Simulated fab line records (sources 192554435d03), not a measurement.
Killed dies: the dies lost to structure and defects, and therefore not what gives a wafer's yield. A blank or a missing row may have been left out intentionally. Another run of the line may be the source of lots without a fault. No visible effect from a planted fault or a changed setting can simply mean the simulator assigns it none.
Split-lot trial | flow n5-finfet | 39 wafers read across 7 lots, on a route 1938 steps long

## ON THE SPLIT
At N5_MOL_CONTACT_COAG_ETCH_67 (etches SOC in N2/H2, target depth 60 nm, overetch 21 nm, time 101.2 s), the setting source-w was moved away from the recipe's 840 W on 15 of the 39 wafers read, by -7.6% to +15.7%. This setting was run at the recipe's value on the other wafers.

Reading taken at the split's own step.

## THE READING
rf-vpp-V, in V, at N5_MOL_CONTACT_COAG_ETCH_67 (etches SOC in N2/H2, target depth 60 nm, overetch 21 nm, time 101.2 s). On this fab line, fault-free wafers typically give 524.5 V with a standard deviation of 2.7 V.

wafer  | tool, chamber at the split | source-w as run, W | against the recipe | rf-vpp-V, V | against lot-mates on the recipe
L082.1 | rie-diel-03, 1             | 972.1              | +15.7%             | 500.0       | -23.6
L082.2 | rie-diel-03, 3             | 840                | recipe             | 520.6       | -
L082.3 | rie-diel-03, 0             | 840                | recipe             | 528.7       | -
L082.4 | rie-diel-03, 2             | 972.1              | +15.7%             | 498.3       | -25.3
L082.5 | rie-diel-03, 2             | 972.1              | +15.7%             | 497.7       | -25.9
L082.6 | rie-diel-03, 3             | 840                | recipe             | 521.4       | -
L084.1 | rie-diel-04, 1             | 892.7              | +6.3%              | 510.8       | -11.6
L084.2 | rie-diel-04, 0             | 892.7              | +6.3%              | 511.5       | -10.9
L084.3 | rie-diel-04, 3             | 840                | recipe             | 522.7       | -
L084.4 | rie-diel-04, 2             | 840                | recipe             | 522.1       | -
L084.5 | rie-diel-04, 3             | 892.7              | +6.3%              | 514.2       | -8.2
L084.6 | rie-diel-04, 0             | 840                | recipe             | 522.3       | -
L085.1 | rie-diel-04, 2             | 840                | recipe             | 523.0       | -
L085.2 | rie-diel-04, 1             | 776.3              | -7.6%              | 535.3       | +11.8
L085.3 | rie-diel-04, 0             | 776.3              | -7.6%              | 535.6       | +12.1
L085.4 | rie-diel-04, 3             | 840                | recipe             | 524.3       | -
L085.5 | rie-diel-04, 3             | 776.3              | -7.6%              | 536.2       | +12.7
L085.6 | rie-diel-04, 2             | 840                | recipe             | 523.3       | -
L086.1 | rie-diel-04, 2             | 840                | recipe             | 523.8       | -
L086.2 | rie-diel-04, 3             | 840                | recipe             | 523.6       | -
L086.3 | rie-diel-04, 1             | 840                | recipe             | 521.4       | -
L086.4 | rie-diel-04, 0             | 840                | recipe             | 522.3       | -
L086.5 | rie-diel-04, 2             | 840                | recipe             | 524.2       | -
L086.6 | rie-diel-04, 1             | 840                | recipe             | 521.0       | -
L090.1 | rie-diel-04, 2             | 775.8              | -7.6%              | 536.8       | +16.3
L090.2 | rie-diel-04, 3             | 775.8              | -7.6%              | 538.4       | +17.9
L090.3 | rie-diel-04, 1             | 840                | recipe             | 519.7       | -
L090.4 | rie-diel-04, 0             | 840                | recipe             | 521.6       | -
L090.5 | rie-diel-04, 0             | 775.8              | -7.6%              | 533.8       | +13.3
L090.6 | rie-diel-04, 1             | 840                | recipe             | 520.3       | -
L093.1 | rie-diel-06, 1             | 840                | recipe             | 526.6       | -
L093.3 | rie-diel-06, 0             | 840                | recipe             | 526.2       | -
L093.5 | rie-diel-06, 1             | 840                | recipe             | 528.9       | -
L094.1 | rie-diel-04, 1             | 895.8              | +6.6%              | 510.3       | -12.6
L094.2 | rie-diel-04, 0             | 895.8              | +6.6%              | 509.9       | -13.0
L094.3 | rie-diel-04, 3             | 840                | recipe             | 523.4       | -
L094.4 | rie-diel-04, 2             | 840                | recipe             | 524.4       | -
L094.5 | rie-diel-04, 0             | 840                | recipe             | 521.0       | -
L094.6 | rie-diel-04, 3             | 895.8              | +6.6%              | 511.8       | -11.1

THE FIT
A straight line over all 39 wafers: rf-vpp-V changes by -1.64 V for each +1% of source-w; r = -0.98; the points scatter about the line by 2.2 V.
The same after taking each lot's own level away (the mean of its wafers on the recipe; 39 wafers): -1.69 V for each +1%; r = -0.98; scatter 1.8 V.
Per that fit: largest source-w move, reading shift of 27 V.
From 520.53 to 527.23 V: that is the span of the lots' own levels, equal to 2.5 times the standard deviation above.
The two slopes are in agreement: the lot-to-lot level therefore moves the slope only a little.
Check: for one of the wafers moved furthest among these (+15.7%), held out of the fit, the line's prediction against its lot-mates is -26.9 V. Against them it came out at -23.6 V.
Tool readings at the split's step, against how far the setting was moved: rf-vpp-V r = -0.98.

## THE OTHER SPLITS THESE WAFERS WENT THROUGH
These wafers also went through other splits before the reading. Each is held against what the fit with the lots' levels taken away leaves over:
other split on the same wafers        | wafers away from the commonest value | r with rf-vpp-V (lot level and that fit taken away)
N5_WELL_APT_EPI_41 time-s             | 15                                   | +0.27
N5_FIN_CUT_CUT_ETCH_26 target-depth-a | 12                                   | -0.06
N5_SPACER0_ALD_00 ald-cycles          | 12                                   | +0.06

## FILE'S OWN FIT
rf-vpp-V changes by -1.68 V for each +1% of source-w, r = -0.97.
